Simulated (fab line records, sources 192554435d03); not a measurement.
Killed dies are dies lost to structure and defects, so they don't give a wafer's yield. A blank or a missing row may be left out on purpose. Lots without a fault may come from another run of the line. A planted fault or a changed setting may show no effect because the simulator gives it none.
fab line records | flow n5_finfet
record lots=24 wafers=72 last_day=18
route steps=1938 shown MOL_CONTACT_COAG@606 BEOL_M0_SAQP@649
lots that met no fault: from a run of the same line without faults
start_h: hours from the record's first day to the start of the lot's first wafer shown | wait_h: hours since the lot's step before | " the same as in the row above | L1.1+2: a row that stands for several wafers | - no value, or no start given | * or withheld: withheld | < > ~ a bound
route shown NAME@n: a module of which the file shows steps, and the number in the route of the first | usual: mean/standard deviation of fault-free wafers | same: alike in all rows | chamber/n: place in a boat | sites: the reading at each site | _std_site: their standard deviation | _edge_site: outer sites' mean less inner sites' | radius_mm: how far each site lies from the wafer's centre | mask NAME#n: copy n | behind: the tool/chamber that last shaped the wafer | hold: why the lot was held/for how many hours/how that ended | device: the transistor (n, p or np) that didn't switch | end of line: the same wafers' tests at the end of the route | a step without rows: its recipe alone | killed: dies lost to structure and defects at the first sort, not the wafer's yield | map: a wafer's dies, x killed, . not, _ none there
set.NAME: the setting as run; set.NAME@STEP: as run at that earlier step | model.NAME: the simulator's own value behind a step, which no gauge read
steps of the route over a sample of lots; a table a step, a row a wafer
services: from which hour (start_h, from the record's first day; less than 0 if before it) a tool's chamber was out of use, for how many hours, and why
## steps
# step N5_MOL_CONTACT_COAG_ETCH_65
# recipe chemistry=N2/H2 target=underlayer target_depth_a=130 mask_material=CAR-EUV time_s=10.4 ion_energy_ev=200 pressure_mtorr=30 source_w=840 bias_w=150 n2_flow_sccm=200 h2_flow_sccm=200 ends=cleared
# usual drypump_motor_current_A=5.7/0.44 etch_rf_on_time_s=10.35/0.15 h2_flow_sccm=200.0/0.54 oes_product_au=0.68/0.052 rf_vpp_V=524.4/2.1 showerhead_plenum_p_Torr=2.56/0.063 throttle_valve_pct=17.94/0.18
# columns lot.wafer tool chamber start_h wait_h drypump_motor_current_A etch_rf_on_time_s h2_flow_sccm oes_product_au rf_hours_counter_h rf_vpp_V showerhead_plenum_p_Torr throttle_valve_pct
L074.2 rie_diel-01 0 102.59 0.0 5.1 10.27 200.2 0.68 94 524.7 2.57 17.79
L074.3 " 1 " " 5.3 10.41 199.5 0.61 - 526.6 2.61 18.03
L074.6 " 0 " " 5.1 10.31 199.4 0.68 - 524.8 2.57 17.80
L075.3 rie_diel-05 1 110.49 0.0 5.7 10.51 199.5 0.65 153 524.8 2.53 17.77
L075.4 " 2 " " 5.3 10.46 199.8 0.75 38 525.0 2.58 17.66
L075.5 " 0 " " 5.9 10.46 200.1 0.70 - 525.5 2.58 18.10
L076.1 rie_diel-02 1 115.75 0.0 6.3 10.09 200.8 0.63 204 523.4 2.52 18.05
L076.2 " 3 " " 5.4 10.05 200.0 0.65 147 524.7 2.55 18.17
L076.5 " 1 " " 6.3 10.09 199.6 0.63 - 522.1 2.52 18.05
L077.2 rie_diel-02 3 124.87 0.0 5.4 10.05 200.1 0.64 151 523.9 2.55 18.18
L077.4 " 0 " " 5.9 10.49 200.2 0.75 34 523.5 2.59 17.74
L077.5 " 1 " " 6.3 10.16 199.2 0.63 - 523.6 2.52 18.07
L078.2 rie_diel-01 1 126.00 0.0 5.3 10.40 201.4 0.61 216 525.5 2.61 18.04
L078.5 " 1 " " 5.3 10.40 200.7 0.61 - 527.0 2.61 18.03
L078.6 " 0 " " 5.1 10.33 200.1 0.67 - 525.0 2.56 17.80
L079.2 rie_diel-05 2 136.51 0.0 5.3 10.29 199.9 0.75 47 525.2 2.58 17.66
L079.3 " 0 " " 5.9 10.49 199.6 0.69 87 525.1 2.58 18.11
L079.4 " 1 " " 5.7 10.52 199.8 0.64 161 523.0 2.53 17.79
L080.1 rie_diel-01 0 143.47 0.0 5.1 10.27 199.9 0.67 111 523.3 2.56 17.84
L080.2 " 1 " " 5.3 10.34 200.9 0.61 223 525.6 2.60 18.04
L080.6 " 1 " " 5.3 10.39 200.2 0.62 - 523.2 2.60 18.05
L081.2 rie_diel-02 1 144.41 0.0 6.3 10.28 199.8 0.62 213 524.4 2.52 18.09
L081.3 " 0 " " 5.9 10.41 199.5 0.76 41 525.2 2.59 17.74
L081.4 " 3 " " 5.4 10.04 200.9 0.64 158 523.8 2.55 18.21
L082.1 rie_diel-02 3 150.08 0.0 5.4 10.04 199.9 0.64 160 522.4 2.55 18.19
L082.2 " 0 " " 5.9 10.57 200.3 0.74 43 525.4 2.59 17.74
L082.4 " 2 " " 6.4 10.35 200.4 0.77 11 528.3 2.73 17.80
L083.1 rie_diel-05 2 154.20 0.0 5.3 10.18 200.4 0.74 54 524.5 2.58 17.70
L083.2 " 1 " " 5.7 10.41 200.4 0.64 167 522.6 2.52 17.81
L083.5 " 3 " " 6.3 10.30 200.3 0.68 - 524.5 2.57 17.86
L084.1 rie_diel-05 2 163.19 0.0 5.3 10.21 200.4 0.74 58 525.0 2.57 17.70
L084.3 " 1 " " 5.7 10.39 200.4 0.64 170 523.5 2.52 17.82
L084.5 " 2 " " 5.3 10.20 199.7 0.73 - 523.9 2.57 17.69
L085.3 rie_diel-02 1 168.88 0.0 6.3 10.37 200.4 0.61 221 523.4 2.51 18.08
L085.5 " 1 " " 6.3 10.35 200.3 0.61 - 522.7 2.51 18.08
L085.6 " 0 " " 5.9 10.55 200.3 0.74 - 523.6 2.58 17.76
L086.1 rie_diel-01 0 180.10 0.0 5.1 10.28 200.0 0.66 122 524.2 2.56 17.84
L086.4 " 1 " " 5.3 10.29 200.0 0.61 236 525.8 2.60 18.07
L086.5 " 3 " " 6.1 10.47 200.5 0.73 - 524.8 2.59 17.73
L087.1 rie_diel-02 1 183.39 0.0 6.3 10.23 199.3 0.62 227 523.6 2.51 18.10
L087.5 " 2 " " 6.3 10.35 199.9 0.75 - 528.9 2.72 17.81
L087.6 " 3 " " 5.4 10.01 199.5 0.64 - 524.8 2.54 18.22
L088.1 rie_diel-05 0 188.70 0.0 5.9 10.34 199.6 0.69 108 527.2 2.57 18.16
L088.2 " 1 " " 5.7 10.54 199.9 0.63 182 522.8 2.52 17.82
L088.4 " 3 " " 6.3 10.32 199.7 0.66 124 523.4 2.56 17.90
L089.2 rie_diel-02 2 189.23 0.0 6.3 10.34 200.0 0.75 25 528.7 2.72 17.81
L089.4 " 0 " " 5.9 10.47 200.8 0.73 56 525.8 2.58 17.76
L089.5 " 3 " " 5.4 9.95 200.1 0.63 - 522.9 2.54 18.23
L090.1 rie_diel-01 0 195.27 0.0 5.1 10.18 200.8 0.66 128 524.9 2.55 17.85
L090.4 " 1 " " 5.3 10.21 200.1 0.60 241 527.4 2.60 18.09
L090.6 " 3 " " 6.1 10.29 200.2 0.74 - 523.8 2.59 17.76
L091.1 rie_diel-01 3 202.17 0.0 6.1 10.45 199.3 0.73 62 524.4 2.59 17.76
L091.2 " 0 " " 5.1 10.35 200.3 0.65 131 523.7 2.55 17.86
L091.4 " 2 " " 5.3 10.47 199.9 0.65 169 521.2 2.44 18.22
L092.3 rie_diel-01 0 205.98 0.0 5.1 10.18 199.8 0.66 133 523.3 2.55 17.86
L092.5 " 3 " " 6.1 10.35 199.7 0.73 - 526.9 2.59 17.76
L092.6 " 2 " " 5.3 10.28 199.4 0.65 - 517.6 2.44 18.21
L093.4 rie_diel-01 1 211.95 0.0 5.3 10.39 200.3 0.59 247 526.2 2.59 18.09
L093.5 " 2 " " 5.3 10.59 200.0 0.64 - 520.3 2.44 18.21
L093.6 " 3 " " 6.1 10.37 200.5 0.73 - 525.2 2.59 17.77
L094.2 rie_diel-01 0 219.77 0.0 5.1 10.22 200.6 0.65 138 523.8 2.55 17.87
L094.4 " 3 " " 6.1 10.37 199.7 0.72 68 526.0 2.58 17.77
L094.5 " 3 " " 6.1 10.37 199.9 0.72 - 525.8 2.58 17.77
L095.1 rie_diel-05 1 226.30 0.0 5.7 10.45 199.6 0.62 194 523.6 2.51 17.84
L095.3 " 0 " " 5.9 10.47 199.8 0.68 121 525.5 2.56 18.18
L095.6 " 1 " " 5.7 10.53 199.3 0.62 - 523.4 2.51 17.88
L096.1 rie_diel-01 2 235.59 0.0 5.3 10.61 200.1 0.63 182 521.1 2.44 18.24
L096.2 " 0 " " 5.1 10.30 200.7 0.64 145 523.9 2.55 17.89
L096.4 " 3 " " 6.1 10.50 200.4 0.72 - 526.3 2.58 17.79
L097.1 rie_diel-05 3 238.03 0.0 6.3 10.52 199.3 0.65 142 522.8 2.56 17.90
L097.4 " 0 " " 5.9 10.37 200.4 0.66 125 523.5 2.56 18.21
L097.6 " 3 " " 6.3 10.53 199.1 0.66 - 524.7 2.56 17.91
# step N5_MOL_CONTACT_COAG_ALD_133
# recipe material=SiO2 target_thk_a=50 temp_c=100 ald_precursor_family=BDEAS ald_co_reactant=O2-plasma pulse_time_s=1 co_reactant_pulse_time_s=1 purge_time_s=2 co_reactant_purge_time_s=2 ald_cycles=35 pressure_torr=2
# usual heater_power_w=78/5.2 precursor_pulse_height_rel=1.000/0.021
# same ald_cycles=35 pulse_time_s=1
# columns lot.wafer tool chamber start_h wait_h heater_power_w precursor_pulse_height_rel since_wet_clean_h
L074.2 ald_sin-01 1 102.74 0.1 72 0.995 94
L074.3 " 2 " " 78 0.985 94
L074.6 " 3 " " 72 1.005 -
L075.3 ald_sin-01 0 110.86 0.3 84 1.011 102
L075.4 " 1 " " 72 0.980 102
L075.5 " 0 " " 84 0.962 -
L076.1 ald_sin-02 2 115.85 0.1 73 0.991 17
L076.2 " 3 " " 72 0.986 17
L076.5 " 3 " " 73 1.040 -
L077.2 ald_sin-02 3 124.97 0.1 74 1.034 26
L077.4 " 3 " " 76 0.990 -
L077.5 " 0 " " 82 1.009 -
L078.2 ald_sin-01 2 126.10 0.1 77 1.042 117
L078.5 " 2 " " 79 0.988 -
L078.6 " 3 " " 72 1.002 -
L079.2 ald_sin-01 1 136.61 0.1 72 0.952 128
L079.3 " 3 " " 74 1.001 128
L079.4 " 2 " " 78 0.983 128
L080.1 ald_sin-02 0 143.57 0.1 79 0.983 44
L080.2 " 1 " " 83 1.007 44
L080.6 " 3 " " 74 1.044 -
L081.2 ald_sin-02 1 144.64 0.2 83 1.011 45
L081.3 " 3 " " 73 1.013 45
L081.4 " 2 " " 74 0.993 45
L082.1 ald_sin-02 3 150.18 0.1 75 1.022 51
L082.2 " 0 " " 77 0.952 51
L082.4 " 1 " " 83 1.005 51
L083.1 ald_sin-03 0 154.31 0.1 81 0.999 252
L083.2 " 2 " " 91 1.022 252
L083.5 " 1 " " 91 0.997 -
L084.1 ald_sin-01 1 163.29 0.1 72 0.981 154
L084.3 " 0 " " 84 0.979 154
L084.5 " 3 " " 72 0.980 -
L085.3 ald_sin-02 3 168.98 0.1 76 1.011 70
L085.5 " 3 " " 77 1.012 -
L085.6 " 0 " " 81 1.000 -
L086.1 ald_sin-01 0 180.37 0.2 86 1.013 171
L086.4 " 3 " " 74 1.021 171
L086.5 " 2 " " 80 1.058 -
L087.1 ald_sin-02 0 183.84 0.4 80 0.981 85
L087.5 " 3 " " 75 1.015 -
L087.6 " 0 " " 78 0.999 -
L088.1 ald_sin-01 1 188.80 0.1 73 1.007 180
L088.2 " 0 " " 84 0.961 180
L088.4 " 3 " " 72 1.023 180
L089.2 ald_sin-02 3 189.33 0.1 75 1.013 90
L089.4 " 0 " " 78 0.948 -
L089.5 " 2 " " 74 1.000 -
L090.1 ald_sin-02 3 195.37 0.1 76 1.003 96
L090.4 " 0 " " 78 0.983 96
L090.6 " 2 " " 73 0.999 -
L091.1 ald_sin-02 3 202.27 0.1 74 1.002 103
L091.2 " 0 " " 80 1.002 103
L091.4 " 1 " " 83 0.973 103
L092.3 ald_sin-01 1 206.08 0.1 73 1.001 197
L092.5 " 2 " " 80 1.043 -
L092.6 " 3 " " 73 1.013 -
L093.4 ald_sin-01 0 212.10 0.1 86 0.988 203
L093.5 " 2 " " 79 0.995 -
L093.6 " 1 " " 74 0.968 -
L094.2 ald_sin-01 2 220.04 0.2 78 1.016 211
L094.4 " 3 " " 72 1.002 211
L094.5 " 3 " " 72 1.016 -
L095.1 ald_sin-02 2 226.40 0.1 74 1.004 127
L095.3 " 0 " " 81 1.005 127
L095.6 " 3 " " 76 1.009 -
L096.1 ald_sin-03 0 235.69 0.1 80 1.007 333
L096.2 " 3 " " 84 1.022 333
L096.4 " 2 " " 90 0.990 -
L097.1 ald_sin-02 3 238.13 0.1 75 1.002 139
L097.4 " 1 " " 81 0.980 139
L097.6 " 2 " " 73 1.014 -
# step N5_MOL_CONTACT_COAG_ETCH_124
# recipe chemistry=CH3F/O2 target=SiNx target_depth_a=65 mask_material=SOC stop_on=SiOC over_etch_frac=0.3 ion_energy_ev=120 pressure_mtorr=30 source_w=395 bias_w=73 Ar_flow_sccm=150 CH3F_flow_sccm=30 O2_flow_sccm=20 ends=end_point
# usual CH3F_flow_sccm=30.00/0.094 drypump_motor_current_A=5.7/0.44 oes_product_au=0.67/0.052 rf_vpp_V=299/4.3 showerhead_plenum_p_Torr=2.02/0.048 throttle_valve_pct=16.43/0.2
# columns lot.wafer tool chamber start_h wait_h CH3F_flow_sccm drypump_motor_current_A oes_product_au rf_hours_counter_h rf_vpp_V showerhead_plenum_p_Torr throttle_valve_pct
L074.2 rie_diel-05 0 103.10 0.0 30.11 5.9 0.71 75 303 2.02 16.41
L074.3 " 1 " " 30.02 5.7 0.66 150 302 2.02 16.46
L074.6 " 0 " " 30.13 5.9 0.71 - 303 2.02 16.40
L075.3 rie_diel-05 0 111.22 0.0 29.95 5.9 0.71 78 304 2.02 16.40
L075.4 " 1 " " 29.90 5.7 0.65 153 302 2.01 16.47
L075.5 " 2 " " 29.89 5.3 0.76 - 302 2.04 16.23
L076.1 rie_diel-02 1 116.42 0.0 29.98 6.3 0.62 204 292 1.98 16.60
L076.2 " 3 " " 29.89 5.4 0.63 147 292 1.99 16.44
L076.5 " 0 " " 30.11 5.9 0.76 - 302 2.06 16.33
L077.2 rie_diel-01 1 125.34 0.0 29.98 5.3 0.62 216 294 2.07 16.73
L077.4 " 0 " " 30.05 5.1 0.67 105 305 2.02 16.30
L077.5 " 2 " " 30.10 5.3 0.67 - 297 1.93 16.64
L078.2 rie_diel-01 3 126.46 0.0 29.89 6.1 0.77 33 301 2.06 16.05
L078.5 " 1 " " 29.98 5.3 0.61 - 294 2.07 16.74
L078.6 " 2 " " 29.86 5.2 0.68 - 298 1.93 16.64
L079.2 rie_diel-02 3 136.98 0.0 30.04 5.4 0.63 155 292 1.99 16.48
L079.3 " 1 " " 30.04 6.3 0.61 211 293 1.98 16.61
L079.4 " 2 " " 30.03 6.3 0.77 6 296 2.14 16.15
L080.1 rie_diel-02 2 143.94 0.0 30.15 6.3 0.79 9 298 2.14 16.15
L080.2 " 3 " " 29.99 5.4 0.63 158 292 1.99 16.47
L080.6 " 1 " " 30.08 6.3 0.62 - 293 1.98 16.60
L081.2 rie_diel-05 2 145.00 0.0 30.06 5.3 0.74 50 301 2.04 16.25
L081.3 " 0 " " 29.99 5.9 0.69 89 304 2.02 16.40
L081.4 " 1 " " 29.95 5.7 0.66 164 303 2.01 16.50
L082.1 rie_diel-05 0 150.55 0.0 30.17 5.9 0.69 92 304 2.01 16.42
L082.2 " 2 " " 29.99 5.3 0.74 53 301 2.04 16.25
L082.4 " 1 " " 29.94 5.7 0.64 - 303 2.01 16.50
L083.1 rie_diel-01 0 154.68 0.0 30.11 5.1 0.67 114 304 2.01 16.32
L083.2 " 2 " " 30.02 5.3 0.67 152 299 1.93 16.64
L083.5 " 1 " " 30.03 5.3 0.60 - 294 2.07 16.74
L084.1 rie_diel-01 0 163.66 0.0 29.94 5.1 0.66 117 305 2.01 16.33
L084.3 " 3 " " 30.04 6.1 0.75 48 300 2.05 16.10
L084.5 " 0 " " 30.05 5.1 0.66 - 305 2.01 16.32
L085.3 rie_diel-02 1 169.35 0.0 30.22 6.3 0.61 221 291 1.98 16.63
L085.5 " 2 " " 30.02 6.3 0.76 - 297 2.13 16.16
L085.6 " 1 " " 30.10 6.3 0.61 - 292 1.98 16.62
L086.1 rie_diel-01 1 180.80 0.0 30.04 5.3 0.60 236 296 2.07 16.77
L086.4 " 2 " " 30.08 5.2 0.65 162 297 1.93 16.67
L086.5 " 1 " " 30.12 5.3 0.60 - 292 2.07 16.78
L087.1 rie_diel-01 1 184.32 0.0 29.97 5.3 0.60 237 295 2.07 16.78
L087.5 " 0 " " 29.96 5.1 0.65 - 304 2.01 16.32
L087.6 " 1 " " 30.00 5.3 0.60 - 295 2.07 16.77
L088.1 rie_diel-01 2 189.22 0.0 29.92 5.2 0.65 164 298 1.93 16.67
L088.2 " 0 " " 29.86 5.1 0.65 126 304 2.01 16.33
L088.4 " 3 " " 30.00 6.1 0.74 57 299 2.05 16.10
L089.2 rie_diel-01 3 189.69 0.0 30.01 6.1 0.73 57 301 2.05 16.10
L089.4 " 2 " " 30.08 5.3 0.65 165 299 1.92 16.68
L089.5 " 3 " " 29.92 6.1 0.74 - 298 2.05 16.11
L090.1 rie_diel-05 2 195.74 0.0 30.03 5.3 0.72 66 299 2.03 16.28
L090.4 " 3 " " 30.17 6.3 0.67 126 297 2.00 16.33
L090.6 " 3 " " 29.99 6.3 0.68 - 295 2.00 16.33
L091.1 rie_diel-01 2 202.63 0.0 29.98 5.2 0.65 169 298 1.92 16.70
L091.2 " 3 " " 29.89 6.1 0.73 62 299 2.05 16.12
L091.4 " 1 " " 30.03 5.3 0.58 244 293 2.06 16.78
L092.3 rie_diel-05 0 206.44 0.0 30.05 5.9 0.68 114 303 2.01 16.47
L092.5 " 2 " " 29.98 5.3 0.72 - 300 2.03 16.29
L092.6 " 3 " " 29.99 6.3 0.68 - 296 2.00 16.36
L093.4 rie_diel-05 0 212.46 0.0 29.93 5.9 0.67 115 303 2.01 16.46
L093.5 " 1 " " 29.95 5.7 0.64 - 304 2.00 16.53
L093.6 " 2 " " 29.88 5.3 0.72 - 300 2.03 16.29
L094.2 rie_diel-01 3 220.41 0.0 30.08 6.1 0.72 68 300 2.04 16.13
L094.4 " 2 " " 30.04 5.3 0.65 175 298 1.92 16.70
L094.5 " 0 " " 30.04 5.1 0.64 - 304 2.00 16.36
L095.1 rie_diel-05 1 226.77 0.0 29.95 5.7 0.63 195 304 2.00 16.53
L095.3 " 0 " " 29.98 5.9 0.67 121 303 2.00 16.48
L095.6 " 0 " " 30.06 5.9 0.67 - 302 2.00 16.48
L096.1 rie_diel-02 3 236.05 0.0 30.12 5.4 0.62 186 290 1.98 16.52
L096.2 " 1 " " 30.05 6.3 0.60 244 291 1.97 16.66
L096.4 " 2 " " 29.98 6.3 0.72 42 297 2.13 16.22
L097.1 rie_diel-02 3 238.59 0.0 30.12 5.4 0.62 187 289 1.98 16.52
L097.4 " 1 " " 29.94 6.3 0.59 245 292 1.97 16.69
L097.6 " 3 " " 30.19 5.4 0.61 - 290 1.98 16.52
# step N5_MOL_CONTACT_COAG_STRIP_49
# recipe chemistry=N2/H2 time_s=30 power_w=1000 temp_c=250 pressure_mtorr=withheld n2_flow_sccm=1750 h2_flow_sccm=3250
# usual drypump_motor_current_A=5.5/0.3 h2_flow_sccm=3251/10 heater_power_w=320/18
# columns lot.wafer tool chamber start_h wait_h drypump_motor_current_A h2_flow_sccm heater_power_w rf_hours_counter_h
L074.2 plasma_asher-01 0 103.28 - 5.8 3228 323 43
L074.3 " 1 " " 5.2 3237 304 -
L074.6 " 1 " " 5.2 3257 312 -
L075.3 plasma_asher-01 0 111.42 - 5.8 3238 322 -
L075.4 " 1 " " 5.2 3239 312 -
L075.5 " 1 " " 5.2 3237 312 -
L076.1 plasma_asher-02 1 116.59 - 5.2 3260 297 94
L076.2 " 0 " " 5.8 3250 348 94
L076.5 " 1 " " 5.2 3255 298 -
L077.2 plasma_asher-02 0 125.52 - 5.8 3248 350 96
L077.4 " 0 " " 5.8 3243 352 -
L077.5 " 1 " " 5.2 3238 300 -
L078.2 plasma_asher-01 1 126.64 - 5.2 3261 312 49
L078.5 " 1 " " 5.2 3267 320 -
L078.6 " 0 " " 5.8 3264 314 -
L079.2 plasma_asher-02 0 137.15 - 5.8 3252 348 98
L079.3 " 0 " " 5.8 3240 347 -
L079.4 " 1 " " 5.2 3248 304 -
L080.1 plasma_asher-02 1 144.11 - 5.2 3258 306 100
L080.2 " 0 " " 5.8 3257 354 100
L080.6 " 1 " " 5.2 3251 296 -
L081.2 plasma_asher-02 1 145.18 - 5.2 3245 302 100
L081.3 " 0 " " 5.8 3254 340 -
L081.4 " 1 " " 5.2 3251 297 -
L082.1 plasma_asher-01 0 150.72 - 5.8 3257 317 54
L082.2 " 1 " " 5.2 3260 309 54
L082.4 " 1 " " 5.2 3252 308 -
L083.1 plasma_asher-02 0 154.85 - 5.8 3241 352 101
L083.2 " 1 " " 5.2 3255 298 101
L083.5 " 1 " " 5.2 3264 296 -
L084.1 plasma_asher-01 1 163.88 - 5.2 3244 315 59
L084.3 " 0 " " 5.8 3245 333 -
L084.5 " 0 " " 5.8 3251 321 -
L085.3 plasma_asher-01 1 169.54 - 5.2 3252 315 -
L085.5 " 1 " " 5.2 3257 313 -
L085.6 " 0 " " 5.8 3248 318 -
L086.1 plasma_asher-02 1 180.98 - 5.2 3246 291 107
L086.4 " 1 " " 5.2 3244 293 -
L086.5 " 0 " " 5.8 3273 352 -
L087.1 plasma_asher-01 0 184.50 - 5.8 3252 323 63
L087.5 " 1 " " 5.2 3256 314 -
L087.6 " 0 " " 5.8 3256 323 -
L088.1 plasma_asher-02 1 189.40 - 5.2 3261 298 108
L088.2 " 0 " " 5.8 3250 355 108
L088.4 " 0 " " 5.8 3237 359 -
L089.2 plasma_asher-01 0 189.87 - 5.8 3245 323 63
L089.4 " 1 " " 5.2 3259 311 -
L089.5 " 1 " " 5.2 3252 320 -
L090.1 plasma_asher-01 0 195.92 - 5.8 3259 328 65
L090.4 " 0 " " 5.8 3259 323 -
L090.6 " 0 " " 5.8 3258 314 -
L091.1 plasma_asher-01 1 202.81 - 5.2 3258 312 66
L091.2 " 0 " " 5.8 3243 315 66
L091.4 " 0 " " 5.8 3265 322 -
L092.3 plasma_asher-02 1 206.64 - 5.2 3237 295 -
L092.5 " 0 " " 5.8 3255 355 -
L092.6 " 1 " " 5.2 3260 302 -
L093.4 plasma_asher-01 0 212.66 - 5.8 3258 319 -
L093.5 " 1 " " 5.2 3244 306 -
L093.6 " 0 " " 5.8 3249 319 -
L094.2 plasma_asher-01 0 220.58 - 5.8 3246 323 69
L094.4 " 0 " " 5.8 3251 314 -
L094.5 " 0 " " 5.8 3254 322 -
L095.1 plasma_asher-01 0 226.94 - 5.8 3271 319 71
L095.3 " 1 " " 5.2 3227 314 -
L095.6 " 0 " " 5.8 3261 329 -
L096.1 plasma_asher-01 1 236.23 - 5.2 3240 314 72
L096.2 " 0 " " 5.8 3254 323 72
L096.4 " 0 " " 5.8 3257 316 -
L097.1 plasma_asher-01 1 238.76 - 5.2 3265 313 73
L097.4 " 0 " " 5.8 3253 326 -
L097.6 " 1 " " 5.2 3255 314 -
# step N5_BEOL_M0_SAQP_CD_MEAS_14
# recipe target_cd_nm=42.5 landing_energy_ev=500 detector=se_inlens
# usual cd_nm=42.5/0.39
# columns lot.wafer tool chamber start_h wait_h cd_nm
L074.2 cd_sem-03 0 111.42 - 42.6
L074.3 " 0 " " 42.1
L074.6 " 0 " " 42.2
L075.3 cd_sem-03 0 117.22 - 42.6
L075.4 " 0 " " 42.5
L075.5 " 0 " " 42.2
L076.1 cd_sem-02 0 124.30 - 42.7
L076.2 " 0 " " 42.4
L076.5 " 0 " " 42.5
L077.2 cd_sem-03 0 132.24 - 42.4
L077.4 " 0 " " 42.4
L077.5 " 0 " " 42.2
L078.2 cd_sem-02 0 134.59 - 42.6
L078.5 " 0 " " 42.8
L078.6 " 0 " " 42.7
L079.2 cd_sem-02 0 142.95 - 42.8
L079.3 " 0 " " 42.5
L079.4 " 0 " " 43.0
L080.1 cd_sem-02 0 150.28 - 41.9
L080.2 " 0 " " 42.6
L080.6 " 0 " " 42.4
L081.2 cd_sem-02 0 153.25 - 41.5
L081.3 " 0 " " 41.6
L081.4 " 0 " " 42.1
L082.1 cd_sem-01 0 156.07 - 42.5
L082.2 " 0 " " 41.9
L082.4 " 0 " " 43.2
L083.1 cd_sem-01 0 161.27 - 42.9
L083.2 " 0 " " 42.5
L083.5 " 0 " " 43.3
L084.1 cd_sem-03 0 169.55 - 42.7
L084.3 " 0 " " 42.8
L084.5 " 0 " " 42.5
L085.3 cd_sem-02 0 175.76 - 42.5
L085.5 " 0 " " 41.7
L085.6 " 0 " " 42.5
L086.1 cd_sem-02 0 188.67 - 42.6
L086.4 " 0 " " 42.4
L086.5 " 0 " " 43.0
L087.1 cd_sem-03 0 190.63 - 42.4
L087.5 " 0 " " 42.9
L087.6 " 0 " " 42.1
L088.1 cd_sem-01 0 195.18 - 42.8
L088.2 " 0 " " 42.8
L088.4 " 0 " " 42.5
L089.2 cd_sem-03 0 197.90 - 41.9
L089.4 " 0 " " 42.2
L089.5 " 0 " " 42.5
L090.1 cd_sem-03 0 201.70 - 42.5
L090.4 " 0 " " 42.4
L090.6 " 0 " " 42.4
L091.1 cd_sem-03 0 209.67 - 42.8
L091.2 " 0 " " 42.3
L091.4 " 0 " " 42.4
L092.3 cd_sem-03 0 215.02 - 42.4
L092.5 " 0 " " 42.9
L092.6 " 0 " " 43.4
L093.4 cd_sem-02 0 218.01 - 43.5
L093.5 " 0 " " 42.5
L093.6 " 0 " " 42.9
L094.2 cd_sem-01 0 227.14 - 42.8
L094.4 " 0 " " 42.7
L094.5 " 0 " " 42.2
L095.1 cd_sem-01 0 232.78 - 42.2
L095.3 " 0 " " 42.0
L095.6 " 0 " " 42.0
L096.1 cd_sem-01 0 242.34 - 42.3
L096.2 " 0 " " 41.9
L096.4 " 0 " " 42.4
L097.1 cd_sem-03 0 245.30 - 42.8
L097.4 " 0 " " 42.4
L097.6 " 0 " " 42.6
# step N5_BEOL_M0_SAQP_RECESS_104
# recipe chemistry=HF/NH3 target=SiO2 target_depth_a=180 afs_cycles=3 temp_c=30 sublimation_temp_c=180 sublimation_time_s=60
# usual drypump_motor_current_A=6.13/0.19
# columns lot.wafer tool chamber start_h wait_h drypump_motor_current_A
L074.2 vapor_etch-01 1 113.46 0.1 5.84
L074.3 " 0 " " 6.09
L074.6 " 0 " " 6.08
L075.3 vapor_etch-02 1 119.50 0.2 6.24
L075.4 " 0 " " 6.28
L075.5 " 0 " " 6.28
L076.1 vapor_etch-02 0 126.25 0.1 6.34
L076.2 " 1 " " 6.28
L076.5 " 0 " " 6.32
L077.2 vapor_etch-01 1 134.46 0.1 5.78
L077.4 " 1 " " 5.80
L077.5 " 1 " " 5.78
L078.2 vapor_etch-01 0 136.50 0.1 6.09
L078.5 " 0 " " 6.08
L078.6 " 1 " " 5.78
L079.2 vapor_etch-02 1 144.96 0.1 6.24
L079.3 " 1 " " 6.27
L079.4 " 0 " " 6.28
L080.1 vapor_etch-02 0 152.20 0.1 6.31
L080.2 " 1 " " 6.27
L080.6 " 0 " " 6.30
L081.2 vapor_etch-02 1 155.47 0.1 6.25
L081.3 " 0 " " 6.29
L081.4 " 1 " " 6.25
L082.1 vapor_etch-02 1 158.26 0.1 6.24
L082.2 " 0 " " 6.34
L082.4 " 0 " " 6.31
L083.1 vapor_etch-02 1 163.25 0.1 6.23
L083.2 " 0 " " 6.28
L083.5 " 1 " " 6.23
L084.1 vapor_etch-02 1 171.88 0.1 6.28
L084.3 " 0 " " 6.30
L084.5 " 0 " " 6.30
L085.3 vapor_etch-02 0 178.41 0.2 6.31
L085.5 " 0 " " 6.30
L085.6 " 1 " " 6.24
L086.1 vapor_etch-02 0 190.72 0.1 6.27
L086.4 " 1 " " 6.26
L086.5 " 0 " " 6.30
L087.1 vapor_etch-02 1 193.17 0.1 6.24
L087.5 " 0 " " 6.33
L087.6 " 1 " " 6.25
L088.1 vapor_etch-02 1 197.08 0.1 6.28
L088.2 " 0 " " 6.30
L088.4 " 0 " " 6.32
L089.2 vapor_etch-02 1 200.17 0.1 6.22
L089.4 " 1 " " 6.26
L089.5 " 1 " " 6.27
L090.1 vapor_etch-01 1 204.66 0.1 5.82
L090.4 " 0 " " 6.12
L090.6 " 0 " " 6.11
L091.1 vapor_etch-01 1 211.58 0.1 5.85
L091.2 " 0 " " 6.09
L091.4 " 0 " " 6.09
L092.3 vapor_etch-01 0 217.28 0.2 6.08
L092.5 " 1 " " 5.82
L092.6 " 0 " " 6.09
L093.4 vapor_etch-01 0 220.05 0.2 6.14
L093.5 " 1 " " 5.82
L093.6 " 0 " " 6.12
L094.2 vapor_etch-01 1 229.71 0.1 5.83
L094.4 " 1 " " 5.81
L094.5 " 0 " " 6.10
L095.1 vapor_etch-01 0 236.25 1.3 6.08
L095.3 " 0 " " 6.10
L095.6 " 0 " " 6.11
L096.1 vapor_etch-01 0 244.27 0.1 6.11
L096.2 " 1 " " 5.81
L096.4 " 1 " " 5.79
L097.1 vapor_etch-01 1 247.24 0.1 5.78
L097.4 " 0 " " 6.09
L097.6 " 1 " " 5.80
## services
# columns tool chamber start_h hours kind
rie_diel-01 - 79.26 0.6 repair
ald_sin-02 - 85.25 14.0 pm
rie_diel-01 1 95.65 5.7 repair
plasma_asher-02 - 98.36 11.4 repair
rie_diel-01 2 98.62 8.0 repair
rie_diel-02 0 108.23 1.7 repair
ald_sin-02 1 114.16 11.5 repair
rie_diel-02 - 130.52 2.8 pm
ald_sin-02 0 134.15 1.8 repair
rie_diel-05 1 146.48 2.7 repair
ald_sin-01 1 146.65 5.5 repair
rie_diel-01 0 150.88 2.4 repair
plasma_asher-02 - 160.57 4.6 repair
rie_diel-02 3 176.47 6.5 repair
rie_diel-05 2 179.93 8.2 repair
ald_sin-03 1 184.49 81.6 repair
ald_sin-02 1 187.99 2.4 repair
plasma_asher-01 - 206.84 2.8 pm
vapor_etch-02 - 209.43 28.1 pm
ald_sin-02 2 210.47 2.6 repair
rie_diel-02 1 215.45 4.4 repair
rie_diel-01 - 223.56 0.1 repair
ald_sin-02 - 234.60 0.8 repair
ald_sin-02 0 238.41 13.6 repair
## key
fault none
